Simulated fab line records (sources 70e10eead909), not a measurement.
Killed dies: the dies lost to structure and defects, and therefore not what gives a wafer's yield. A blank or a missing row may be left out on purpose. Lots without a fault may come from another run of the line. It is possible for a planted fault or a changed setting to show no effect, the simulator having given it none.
fab line records + flow nand_harc
record
- lots=6
- wafers=16
- last_day=24
route steps=1159 shown P_CONTACT@228 END@1159
lots that met no fault: from a run of the same line without faults
start_h: hours from the record's first day to the start of the lot's first wafer shown + wait_h: hours elapsed since this lot's preceding step + " identical to the entry in the row above + L1.1+2: a single row standing in for several wafers + - no value present, or no start provided + * or withheld: withheld + < > ~ a bound
route shown NAME@n: names a module that has steps shown in the file, with the first one's number in the route + usual: mean/standard deviation of fault-free wafers + same: alike in all rows + chamber/n: place in a boat + sites: the reading at each site + _std_site: the standard deviation of these + _edge_site: inner sites' mean taken away from outer sites' mean + radius_mm: how far each site lies from the wafer's centre + mask NAME#n: copy n + behind: the most recent tool/chamber to have shaped the wafer + hold: cause of the lot's hold/its duration in hours/its outcome + device: the transistor (n, p or np) that didn't switch + end of line: tests run on the same wafers once the route is complete + for a step that has no rows: nothing shown but its recipe + killed: dies lost to structure and defects at the first sort, not the wafer's yield + map: per-die view of a wafer (x killed, . not killed, _ where there is no die)
set.NAME: the setting that was run; set.NAME@STEP: the one run at that earlier step + model.NAME: the simulator's own value behind a step, which no gauge read
certain route steps with their lots: each step a table, each wafer a row
services: from which hour (start_h, from the record's first day; less than 0 if before it) a tool's chamber was out of use, for how many hours, and why
## steps
# step NHARC_P_CONTACT_EBR_08
# step NHARC_P_CONTACT_EXPOSE_09
# recipe
- na=1.35
- target_cd_nm=90
- dose_mj=81.26
- mask_id=P_CA
# step NHARC_P_CONTACT_PEB_10
# recipe
- peb_temp_c=100
- peb_time_s=65
# step NHARC_P_CONTACT_DEVELOP_11
# recipe
- develop_time_s=35
- dev_temp_c=23
# step NHARC_P_CONTACT_CD_MEAS_12
# recipe
- target_cd_nm=90
- landing_energy_ev=500
# usual
- cd_nm=90.1/0.85
| lot.wafer | tool      | chamber | start_h | wait_h | cd_nm |
|-----------|-----------|---------|---------|--------|-------|
| L551.2    | cd_sem-02 | 0       | 103.35  | -      | 89.8  |
| L551.5    | "         | 0       | "       | "      | 89.7  |
| L551.6    | "         | 0       | "       | "      | 90.4  |
| L561.1    | cd_sem-03 | 0       | 170.02  | -      | 90.5  |
| L561.2    | "         | 0       | "       | "      | 90.4  |
| L561.6    | "         | 0       | "       | "      | 90.3  |
| L567.3    | cd_sem-02 | 0       | 209.55  | -      | 90.4  |
| L567.6    | "         | 0       | "       | "      | 91.0  |
| L568.3    | cd_sem-02 | 0       | 211.50  | -      | 90.9  |
| L568.4    | "         | 0       | "       | "      | 91.0  |
| L571.1    | cd_sem-02 | 0       | 230.54  | -      | 90.2  |
| L571.3    | "         | 0       | "       | "      | 90.0  |
| L571.5    | "         | 0       | "       | "      | 90.9  |
| L573.1    | cd_sem-02 | 0       | 239.76  | -      | 89.0  |
| L573.2    | "         | 0       | "       | "      | 89.0  |
| L573.6    | "         | 0       | "       | "      | 89.5  |
# step NHARC_P_CONTACT_OVL_MEAS_13
# usual
- overlay_x_nm=0.0/0.87
- overlay_y_nm=-0.1/0.83
| lot.wafer | tool       | chamber | start_h | wait_h | overlay_x_nm | overlay_y_nm |
|-----------|------------|---------|---------|--------|--------------|--------------|
| L551.2    | overlay-02 | -       | 103.45  | -      | 1.1          | 0.1          |
| L551.5    | "          | -       | "       | "      | 0.8          | -0.1         |
| L551.6    | "          | -       | "       | "      | 0.5          | 0.4          |
| L561.1    | overlay-02 | -       | 170.11  | -      | 0.6          | 0.7          |
| L561.2    | "          | -       | "       | "      | 0.1          | 0.7          |
| L561.6    | "          | -       | "       | "      | 0.6          | 1.1          |
| L567.3    | overlay-02 | -       | 209.64  | -      | -1.6         | 0.1          |
| L567.6    | "          | -       | "       | "      | -1.0         | -0.2         |
| L568.3    | overlay-02 | -       | 211.59  | -      | 0.2          | 0.2          |
| L568.4    | "          | -       | "       | "      | 0.2          | 0.5          |
| L571.1    | overlay-01 | -       | 230.62  | -      | 0.2          | -0.8         |
| L571.3    | "          | -       | "       | "      | 0.1          | -0.7         |
| L571.5    | "          | -       | "       | "      | -0.1         | -0.9         |
| L573.1    | overlay-01 | -       | 239.85  | -      | 0.0          | 0.3          |
| L573.2    | "          | -       | "       | "      | 0.2          | 0.6          |
| L573.6    | "          | -       | "       | "      | 0.0          | 0.6          |
# step NHARC_P_CONTACT_INSPECT_14
# usual
- raw_defect_count=3.4/2
| lot.wafer | tool              | chamber | start_h | wait_h | raw_defect_count |
|-----------|-------------------|---------|---------|--------|------------------|
| L551.2    | defect_inspect-01 | -       | 103.49  | 0.0    | 0                |
| L551.5    | "                 | -       | "       | "      | 2                |
| L551.6    | "                 | -       | "       | "      | 3                |
| L561.1    | defect_inspect-01 | -       | 170.14  | 0.0    | 3                |
| L561.2    | "                 | -       | "       | "      | 5                |
| L561.6    | "                 | -       | "       | "      | 5                |
| L567.3    | defect_inspect-02 | -       | 209.69  | 0.0    | 2                |
| L567.6    | "                 | -       | "       | "      | 3                |
| L568.3    | defect_inspect-01 | -       | 211.62  | 0.0    | 10               |
| L568.4    | "                 | -       | "       | "      | 1                |
| L571.1    | defect_inspect-01 | -       | 230.66  | 0.0    | 1                |
| L571.3    | "                 | -       | "       | "      | 0                |
| L571.5    | "                 | -       | "       | "      | 5                |
| L573.1    | defect_inspect-02 | -       | 239.90  | 0.1    | 1                |
| L573.2    | "                 | -       | "       | "      | 2                |
| L573.6    | "                 | -       | "       | "      | 3                |
# step NHARC_P_CONTACT_DESCUM_17
# recipe
- time_s=3
- o2_flow_sccm=200
- ar_flow_sccm=0
- bias_power_w=0
- chemistry=O2
# usual
- drypump_motor_current_A=5.7/0.5
- mfc_ar_sccm=0.009/0.0077
- oes_product_au=0.996/0.011
- rf_vpp_V=57.8/0.85
- showerhead_plenum_p_Torr=1.91/0.071
- throttle_valve_pct=11.313/0.01
# same
- time_s=3
| lot.wafer | tool        | chamber | start_h | wait_h | drypump_motor_current_A | mfc_ar_sccm | oes_product_au | rf_hours_counter_h | rf_vpp_V | showerhead_plenum_p_Torr | throttle_valve_pct |
|-----------|-------------|---------|---------|--------|-------------------------|-------------|----------------|--------------------|----------|--------------------------|--------------------|
| L551.2    | rie_diel-11 | 2       | 103.56  | 0.1    | 5.8                     | 0           | 0.989          | 9                  | 58.8     | 1.98                     | 11.301             |
| L551.6    | "           | 2       | "       | "      | 5.8                     | 0           | 0.988          | -                  | 58.4     | 1.98                     | 11.332             |
| L551.5    | "           | 3       | "       | "      | 5.8                     | 0.006       | 1.001          | -                  | 57.0     | 1.96                     | 11.320             |
| L561.1    | rie_diel-07 | 3       | 170.22  | 0.1    | 5.3                     | 0.003       | 0.993          | 11                 | 57.5     | 1.95                     | 11.313             |
| L561.2    | "           | 0       | "       | "      | 6.3                     | 0.013       | 1.004          | 10                 | 58.2     | 2.00                     | 11.315             |
| L561.6    | "           | 2       | "       | "      | 5.4                     | 0.014       | 0.999          | -                  | 58.3     | 1.86                     | 11.300             |
| L567.3    | rie_diel-07 | 2       | 209.77  | 0.1    | 5.4                     | 0.014       | 0.996          | 15                 | 58.0     | 1.86                     | 11.304             |
| L567.6    | "           | 3       | "       | "      | 5.3                     | 0.003       | 0.989          | -                  | 57.6     | 1.95                     | 11.326             |
| L568.3    | rie_diel-07 | 3       | 211.68  | 0.1    | 5.3                     | 0.003       | 1.006          | 16                 | 57.8     | 1.95                     | 11.299             |
| L568.4    | "           | 2       | "       | "      | 5.4                     | 0.014       | 1.008          | 15                 | 57.9     | 1.86                     | 11.309             |
| L571.3    | rie_diel-11 | 2       | 230.73  | 0.1    | 5.8                     | 0           | 0.988          | 4                  | 58.9     | 1.97                     | 11.294             |
| L571.1    | "           | 0       | "       | "      | 6.5                     | 0.022       | 0.982          | 4                  | 57.1     | 1.81                     | 11.320             |
| L571.5    | "           | 1       | "       | "      | 5.7                     | 0.012       | 0.987          | -                  | 57.2     | 1.93                     | 11.313             |
| L573.1    | rie_diel-11 | 2       | 239.96  | 0.1    | 5.8                     | 0           | 0.989          | 5                  | 58.2     | 1.97                     | 11.302             |
| L573.2    | "           | 0       | "       | "      | 6.5                     | 0.022       | 0.989          | 5                  | 58.7     | 1.81                     | 11.302             |
| L573.6    | "           | 3       | "       | "      | 5.8                     | 0.006       | 0.985          | -                  | 57.3     | 1.95                     | 11.292             |
# step NHARC_P_CONTACT_ETCH_35
# recipe
- target_depth_a=390
- over_etch_frac=0.3
- time_s=65
- ion_energy_ev=80
- cf4_flow_sccm=150
- ar_flow_sccm=0
- rf_w=300
- bias_w=100
- chemistry=CF4
# usual
- drypump_motor_current_A=5.7/0.51
- mfc_ar_sccm=0.009/0.0077
- oes_product_au=0.996/0.01
- rf_vpp_V=151.2/1.2
- run_length_s=86.4/0.41
- showerhead_plenum_p_Torr=1.76/0.061
- throttle_valve_pct=13.284/0.0086
# same
- time_s=65
| lot.wafer | tool        | chamber | start_h | wait_h | drypump_motor_current_A | mfc_ar_sccm | oes_product_au | rf_hours_counter_h | rf_vpp_V | run_length_s | showerhead_plenum_p_Torr | throttle_valve_pct |
|-----------|-------------|---------|---------|--------|-------------------------|-------------|----------------|--------------------|----------|--------------|--------------------------|--------------------|
| L551.2    | rie_diel-11 | 2       | 103.65  | 0.1    | 5.8                     | 0           | 0.990          | 9                  | 151.4    | 85.6         | 1.82                     | 13.295             |
| L551.5    | "           | 2       | "       | "      | 5.8                     | 0           | 0.992          | -                  | 153.4    | 85.6         | 1.82                     | 13.294             |
| L551.6    | "           | 3       | "       | "      | 5.8                     | 0.006       | 0.979          | -                  | 153.2    | 86.8         | 1.80                     | 13.304             |
| L561.2    | rie_diel-07 | 0       | 170.29  | 0.1    | 6.3                     | 0.013       | 1.007          | 10                 | 152.4    | 86.1         | 1.84                     | 13.278             |
| L561.1    | "           | 1       | "       | "      | 4.9                     | 0           | 1.019          | 10                 | 150.0    | 86.7         | 1.69                     | 13.280             |
| L561.6    | "           | 0       | "       | "      | 6.3                     | 0.013       | 1.007          | -                  | 152.3    | 86.2         | 1.84                     | 13.297             |
| L567.3    | rie_diel-07 | 0       | 209.85  | 0.1    | 6.3                     | 0.013       | 0.997          | 14                 | 153.5    | 86.3         | 1.84                     | 13.285             |
| L567.6    | "           | 2       | "       | "      | 5.4                     | 0.014       | 0.991          | -                  | 150.9    | 86.7         | 1.72                     | 13.285             |
| L568.4    | rie_diel-07 | 3       | 211.77  | 0.1    | 5.3                     | 0.003       | 0.990          | 16                 | 150.7    | 86.2         | 1.80                     | 13.285             |
| L568.3    | "           | 1       | "       | "      | 4.9                     | 0           | 0.992          | 15                 | 151.1    | 86.3         | 1.69                     | 13.263             |
| L571.1    | rie_diel-11 | 0       | 230.81  | 0.1    | 6.6                     | 0.022       | 0.991          | 4                  | 150.8    | 86.8         | 1.68                     | 13.285             |
| L571.3    | "           | 1       | "       | "      | 5.7                     | 0.012       | 0.985          | 4                  | 153.1    | 86.7         | 1.78                     | 13.277             |
| L571.5    | "           | 1       | "       | "      | 5.7                     | 0.012       | 0.989          | -                  | 152.0    | 86.6         | 1.78                     | 13.272             |
| L573.1    | rie_diel-11 | 2       | 240.07  | 0.1    | 5.8                     | 0           | 0.995          | 5                  | 152.6    | 85.6         | 1.82                     | 13.282             |
| L573.2    | "           | 3       | "       | "      | 5.8                     | 0.006       | 0.981          | 5                  | 151.9    | 86.4         | 1.80                     | 13.275             |
| L573.6    | "           | 2       | "       | "      | 5.8                     | 0           | 1.002          | -                  | 152.1    | 86.1         | 1.82                     | 13.282             |
# step NHARC_P_CONTACT_ETCH_36
# recipe
- target_depth_a=2600
- over_etch_frac=0.25
- time_s=406.25
- ion_energy_ev=200
- n2_flow_sccm=150
- h2_flow_sccm=150
- ar_flow_sccm=0
- rf_w=400
- bias_w=150
- chemistry=N2/H2
# usual
- drypump_motor_current_A=5.7/0.5
- mfc_ar_sccm=0.009/0.0077
- oes_product_au=0.995/0.01
- rf_vpp_V=430.4/2.2
- run_length_s=427.7/0.4
- showerhead_plenum_p_Torr=2.03/0.077
- throttle_valve_pct=14.170/0.0089
# same
- time_s=406.25
| lot.wafer | tool        | chamber | start_h | wait_h | drypump_motor_current_A | mfc_ar_sccm | oes_product_au | rf_hours_counter_h | rf_vpp_V | run_length_s | showerhead_plenum_p_Torr | throttle_valve_pct |
|-----------|-------------|---------|---------|--------|-------------------------|-------------|----------------|--------------------|----------|--------------|--------------------------|--------------------|
| L551.2    | rie_diel-11 | 2       | -       | -      | 5.8                     | 0           | 0.989          | 9                  | 432.1    | 426.8        | 2.11                     | 14.172             |
| L551.6    | "           | 3       | "       | "      | 5.8                     | 0.006       | 0.982          | -                  | 431.3    | 427.9        | 2.09                     | 14.184             |
| L551.5    | "           | 2       | "       | "      | 5.8                     | 0           | 0.994          | -                  | 433.3    | 427.1        | 2.11                     | 14.184             |
| L561.1    | rie_diel-07 | 0       | -       | -      | 6.3                     | 0.013       | 0.997          | 10                 | 432.5    | 427.6        | 2.14                     | 14.181             |
| L561.2    | "           | 2       | "       | "      | 5.3                     | 0.014       | 0.981          | 11                 | 431.0    | 428.4        | 1.98                     | 14.176             |
| L561.6    | "           | 1       | "       | "      | 5.0                     | 0           | 0.994          | -                  | 427.3    | 428.2        | 1.94                     | 14.153             |
| L567.3    | rie_diel-07 | 1       | -       | -      | 4.9                     | 0           | 1.016          | 14                 | 427.5    | 428.0        | 1.94                     | 14.157             |
| L567.6    | "           | 2       | "       | "      | 5.4                     | 0.014       | 0.985          | -                  | 428.3    | 428.1        | 1.98                     | 14.168             |
| L568.4    | rie_diel-07 | 2       | -       | -      | 5.4                     | 0.014       | 1.003          | 15                 | 429.4    | 428.0        | 1.98                     | 14.176             |
| L568.3    | "           | 3       | "       | "      | 5.3                     | 0.003       | 0.992          | 16                 | 432.1    | 427.8        | 2.08                     | 14.151             |
| L571.3    | rie_diel-11 | 3       | -       | -      | 5.8                     | 0.006       | 0.970          | 4                  | 430.8    | 427.8        | 2.08                     | 14.183             |
| L571.1    | "           | 2       | "       | "      | 5.8                     | 0           | 0.990          | 4                  | 431.9    | 427.5        | 2.11                     | 14.172             |
| L571.5    | "           | 3       | "       | "      | 5.8                     | 0.006       | 0.984          | -                  | 429.7    | 428.0        | 2.08                     | 14.174             |
| L573.1    | rie_diel-11 | 0       | -       | -      | 6.6                     | 0.022       | 0.989          | 5                  | 427.9    | 428.2        | 1.92                     | 14.165             |
| L573.2    | "           | 3       | "       | "      | 5.8                     | 0.006       | 0.974          | 5                  | 431.5    | 427.7        | 2.08                     | 14.182             |
| L573.6    | "           | 0       | "       | "      | 6.5                     | 0.022       | 0.999          | -                  | 428.6    | 428.0        | 1.92                     | 14.180             |
# step NHARC_P_CONTACT_ETCH_18
# recipe
- target_depth_a=4810
- time_s=240.5
- c4f8_flow_sccm=20
- o2_flow_sccm=10
- ar_flow_sccm=withheld
- rf_w=600
- bias_w=1500
- chemistry=C4F8/O2/Ar
# usual
- oes_product_au=0.960/0.016
- rf_vpp_V=978/5.1
- run_length_s=261.9/0.42
# same
- time_s=240.5
| lot.wafer | tool        | chamber | start_h | wait_h | oes_product_au | rf_hours_counter_h | rf_vpp_V | run_length_s |
|-----------|-------------|---------|---------|--------|----------------|--------------------|----------|--------------|
| L551.2    | rie_diel-11 | 3       | -       | -      | 0.946          | 9                  | 981      | 261.9        |
| L551.5    | "           | 0       | "       | "      | 0.936          | -                  | 972      | 261.8        |
| L551.6    | "           | 2       | "       | "      | 0.948          | -                  | 983      | 261.6        |
| L561.1    | rie_diel-07 | 3       | -       | -      | 0.967          | 11                 | 980      | 262.0        |
| L561.2    | "           | 2       | "       | "      | 0.962          | 11                 | 974      | 262.4        |
| L561.6    | "           | 0       | "       | "      | 0.977          | -                  | 983      | 261.5        |
| L567.3    | rie_diel-07 | 0       | -       | -      | 0.962          | 14                 | 985      | 261.8        |
| L567.6    | "           | 0       | "       | "      | 0.967          | -                  | 984      | 262.2        |
| L568.4    | rie_diel-07 | 0       | -       | -      | 0.966          | 15                 | 983      | 261.8        |
| L568.3    | "           | 1       | "       | "      | 0.987          | 15                 | 970      | 262.5        |
| L571.3    | rie_diel-11 | 0       | -       | -      | 0.942          | 4                  | 971      | 261.9        |
| L571.1    | "           | 1       | "       | "      | 0.932          | 4                  | 981      | 261.9        |
| L571.5    | "           | 0       | "       | "      | 0.958          | -                  | 970      | 262.0        |
| L573.2    | rie_diel-11 | 0       | -       | -      | 0.960          | 5                  | 971      | 261.9        |
| L573.1    | "           | 2       | "       | "      | 0.944          | 5                  | 983      | 261.0        |
| L573.6    | "           | 2       | "       | "      | 0.950          | -                  | 982      | 261.2        |
# step NHARC_P_CONTACT_STRIP_37
# recipe
- c4f8_flow_sccm=withheld
- o2_flow_sccm=8
- ar_flow_sccm=withheld
- bias_w=0
- chemistry=C4F8/O2/Ar
# step NHARC_P_CONTACT_ETCH_31
# recipe
- target_depth_a=300
- time_s=85.7
- ion_energy_ev=120
- over_etch_frac=1
- ch3f_flow_sccm=50
- o2_flow_sccm=30
- ar_flow_sccm=200
- rf_w=500
- bias_w=100
- chemistry=CH3F/O2
# usual
- drypump_motor_current_A=5.7/0.53
- mfc_ar_sccm=200.1/0.65
- oes_product_au=0.978/0.013
- rf_vpp_V=244.1/1.5
- run_length_s=107.2/0.41
- showerhead_plenum_p_Torr=2.45/0.091
- throttle_valve_pct=20.664/0.009
| lot.wafer | tool        | chamber | start_h | wait_h | drypump_motor_current_A | mfc_ar_sccm | oes_product_au | rf_hours_counter_h | rf_vpp_V | run_length_s | showerhead_plenum_p_Torr | throttle_valve_pct |
|-----------|-------------|---------|---------|--------|-------------------------|-------------|----------------|--------------------|----------|--------------|--------------------------|--------------------|
| L551.2    | rie_diel-11 | 0       | 104.45  | -      | 6.6                     | 200.0       | 0.958          | 10                 | 242.9    | 107.4        | 2.33                     | 20.668             |
| L551.5    | "           | 3       | "       | "      | 5.8                     | 199.8       | 0.964          | -                  | 244.3    | 107.3        | 2.51                     | 20.649             |
| L551.6    | "           | 0       | "       | "      | 6.6                     | 200.1       | 0.957          | -                  | 242.4    | 107.1        | 2.33                     | 20.670             |
| L561.2    | rie_diel-07 | 3       | 170.96  | -      | 5.3                     | 200.2       | 0.963          | 11                 | 244.9    | 107.5        | 2.50                     | 20.658             |
| L561.1    | "           | 0       | "       | "      | 6.3                     | 201.1       | 0.997          | 10                 | 246.9    | 106.7        | 2.57                     | 20.667             |
| L561.6    | "           | 1       | "       | "      | 4.9                     | 199.9       | 0.978          | -                  | 242.8    | 107.3        | 2.35                     | 20.666             |
| L567.3    | rie_diel-07 | 3       | 210.51  | -      | 5.3                     | 199.2       | 0.951          | 15                 | 244.4    | 106.9        | 2.50                     | 20.664             |
| L567.6    | "           | 0       | "       | "      | 6.3                     | 200.0       | 0.976          | -                  | 246.1    | 59.5         | 2.57                     | 20.650             |
| L568.4    | rie_diel-07 | 0       | 212.48  | -      | 6.3                     | 198.9       | 0.979          | 15                 | 246.9    | 59.8         | 2.57                     | 20.645             |
| L568.3    | "           | 2       | "       | "      | 5.4                     | 200.8       | 0.988          | 15                 | 243.6    | 108.0        | 2.39                     | 20.652             |
| L571.3    | rie_diel-11 | 3       | 231.47  | -      | 5.8                     | 200.3       | 0.976          | 4                  | 245.1    | 107.6        | 2.51                     | 20.654             |
| L571.1    | "           | 1       | "       | "      | 5.7                     | 199.6       | 0.966          | 4                  | 244.3    | 107.2        | 2.48                     | 20.654             |
| L571.5    | "           | 0       | "       | "      | 6.6                     | 200.3       | 0.977          | -                  | 242.2    | 107.2        | 2.33                     | 20.657             |
| L573.2    | rie_diel-11 | 0       | 240.84  | -      | 6.6                     | 201.1       | 0.974          | 6                  | 242.1    | 107.3        | 2.32                     | 20.658             |
| L573.1    | "           | 2       | "       | "      | 5.8                     | 200.4       | 0.980          | 5                  | 245.6    | 106.4        | 2.53                     | 20.656             |
| L573.6    | "           | 3       | "       | "      | 5.8                     | 200.7       | 0.958          | -                  | 245.3    | 107.2        | 2.50                     | 20.657             |
# step NHARC_P_CONTACT_CD_MEAS_19
# usual
- cd_nm=90.3/1.7
| lot.wafer | tool      | chamber | start_h | wait_h | cd_nm |
|-----------|-----------|---------|---------|--------|-------|
| L551.2    | cd_sem-01 | -       | 104.57  | -      | 92.0  |
| L551.5    | "         | -       | "       | "      | 93.3  |
| L551.6    | "         | -       | "       | "      | 91.9  |
| L561.1    | cd_sem-03 | -       | 171.07  | -      | 89.2  |
| L561.2    | "         | -       | "       | "      | 91.4  |
| L561.6    | "         | -       | "       | "      | 91.5  |
| L567.3    | cd_sem-02 | -       | 210.63  | -      | 90.6  |
| L567.6    | "         | -       | "       | "      | 89.1  |
| L568.3    | cd_sem-02 | -       | 212.61  | -      | 89.7  |
| L568.4    | "         | -       | "       | "      | 90.1  |
| L571.1    | cd_sem-03 | -       | 231.60  | -      | 91.9  |
| L571.3    | "         | -       | "       | "      | 91.3  |
| L571.5    | "         | -       | "       | "      | 90.8  |
| L573.1    | cd_sem-01 | -       | 240.98  | -      | 90.6  |
| L573.2    | "         | -       | "       | "      | 88.9  |
| L573.6    | "         | -       | "       | "      | 90.7  |
# step NHARC_END_SORT_01
# recipe
- temp_c=25
# usual
- killed_at_array=27/11
- killed_at_other=0.6/0.89
- killed_at_periphery=3.0/2.4
- killed_dies=31/12
- killed_open=3.2/1.6
- killed_short=2.0/1.5
# same
- gross_dies=677
| lot.wafer | tool      | chamber | start_h | wait_h | killed_at_array | killed_at_other | killed_at_periphery | killed_dies | killed_open | killed_short |
|-----------|-----------|---------|---------|--------|-----------------|-----------------|---------------------|-------------|-------------|--------------|
| L567.6    | prober-01 | 0       | 551.67  | 4.0    | 41              | 0               | 104                 | 145         | 2           | 3            |
# killed by level:class
L567.6 P_CONTACT:area_etch=103 A_SLIT:chamber_film_flake=15 A_CHANNEL_HOLE_D1:chamber_film_flake=14 A_CHANNEL_FILL_D1:chamber_film_flake=3 A_CONTACT:chamber_film_flake=2 A_CHANNEL_FILL_D1:geometric_particle:short=1 A_WL_FILL:geometric_particle:short=1 A_CONTACT:geometric_particle:open=1
## services
| tool        | chamber | start_h | hours | kind       |
|-------------|---------|---------|-------|------------|
| rie_diel-07 | 0       | 79.84   | 7.1   | repair     |
| rie_diel-11 | 1       | 91.16   | 33.1  | repair     |
| rie_diel-11 | 0       | 95.05   | -     | clean      |
| rie_diel-11 | 2       | 95.05   | -     | clean      |
| rie_diel-11 | 3       | 95.05   | -     | clean      |
| rie_diel-11 | 0       | 119.55  | -     | clean      |
| rie_diel-11 | 2       | 119.55  | -     | clean      |
| rie_diel-11 | 3       | 119.55  | -     | clean      |
| rie_diel-11 | 0       | 144.05  | -     | clean      |
| rie_diel-11 | 1       | 144.05  | -     | clean      |
| rie_diel-11 | 2       | 144.05  | -     | clean      |
| rie_diel-11 | 3       | 144.05  | -     | clean      |
| rie_diel-11 | 0       | 168.55  | -     | clean      |
| rie_diel-11 | 1       | 168.55  | -     | clean      |
| rie_diel-11 | 2       | 168.55  | -     | clean      |
| rie_diel-11 | 3       | 168.55  | -     | clean      |
| rie_diel-11 | -       | 189.50  | 9.0   | pm         |
| rie_diel-11 | 0       | 189.50  | 9.0   | vent_cycle |
| rie_diel-11 | 1       | 189.50  | 9.0   | vent_cycle |
| rie_diel-11 | 2       | 189.50  | 9.2   | vent_cycle |
| rie_diel-11 | 3       | 189.50  | 9.0   | vent_cycle |
| rie_diel-11 | 0       | 198.50  | -     | clean      |
| rie_diel-11 | 1       | 198.50  | -     | clean      |
| rie_diel-07 | -       | 228.20  | 9.0   | pm         |
## key
first_sign
- step=NHARC_P_CONTACT_ETCH_31
- reading=run_length_s
- direction=down
- sigmas=99+
- usual=*
- struck=*
effect
- step=NHARC_END_SORT_01
- reading=killed_at_periphery
- direction=up
- sigmas=42
- usual=3.0
- struck=104
more_kills_born_at
- NHARC_P_CONTACT_ETCH_31@rie_diel-07=103
met_at NHARC_P_CONTACT_ETCH_31
struck_wafers L567.6,L568.4
sort_left_out L568.4
tester_left_out L567,L568
onset_between 170.96 210.51
fault
- kind=process_parameter_drift
- tool=rie_diel-07
- chamber=-
- onset_h=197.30
- steps=NHARC_P_CONTACT_ETCH_31
- channel=time_s
- offset=*
- shape=step
- end_h=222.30
- scope=struck_wafers_only
- acts_in=*
- stated=*
# tester_left_out: of these lots the tester's yield and bins aren't shown, on N5 and GAA mostly nor the transistor test; their killed dies are dies lost to structure and defects alone, not to doping, threshold or leakage, so they don't give the yield
# sort_left_out: the simulated sort isn't trusted on such a fault, so these wafers' sort isn't shown, and their yield isn't known
